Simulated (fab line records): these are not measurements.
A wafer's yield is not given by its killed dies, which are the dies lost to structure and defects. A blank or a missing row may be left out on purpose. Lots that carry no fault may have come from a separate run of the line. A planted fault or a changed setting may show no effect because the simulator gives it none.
Which tool did it? | flow n5 finfet | route of 1938 steps, sampled at 1 step: 12 lots, 36 wafers

## WHAT EACH GAUGE READ, for each wafer
N5_BEOL_M8_OVL_MEAS_29.
lot  | measured     | on         | V7_OVL (nm)
L075 | day 9 12:19  | overlay-01 | 1.6 0.1 1.2
L076 | day 10 00:16 | overlay-02 | 1.2 1.5 0.9
L081 | day 11 03:35 | overlay-01 | 0.6 0.5 1.4
L079 | day 11 05:44 | overlay-02 | -0.7 -0.5 0.0
L083 | day 11 13:13 | overlay-01 | -1.0 0.2 0.2
L086 | day 12 14:52 | overlay-02 | 0.7 1.2 -0.8
L089 | day 13 00:42 | overlay-02 | -0.1 0.5 0.2
L088 | day 13 02:49 | overlay-02 | -0.1 0.3 0.2
L093 | day 13 20:28 | overlay-02 | 0.4 -0.8 -0.4
L092 | day 14 02:25 | overlay-02 | -1.0 -0.6 -0.5
L095 | day 15 04:29 | overlay-01 | 0.5 0.0 1.4
L096 | day 15 06:55 | overlay-02 | 0.1 0.6 0.9

## WHICH TOOL RAN EACH LOT (tool, then ch and the chambers of the sampled wafers, then the start)
The record holds no process step before these readings.

## THE ANSWER, worked out from the rows above alone
Rule: the lots themselves supply what counts as usual. The widest of any qualifying gaps counts: lots, ordered by their means at a reading, are off when they make up no more than a third of the lots, leave a main group of 4 or more, and stand apart from it by 3 or more times the standard deviation of that group's means. A main group is skipped when, at the precision printed for the reading in the tables above, its means are all equal. A lot without any number at a reading at which 4 lots or more have one is off too. All remaining lots with rows at the step are treated as sound.
None of the lots is off at any reading shown; this tells nothing.

## WHAT THE SIMULATOR HAD INSERTED
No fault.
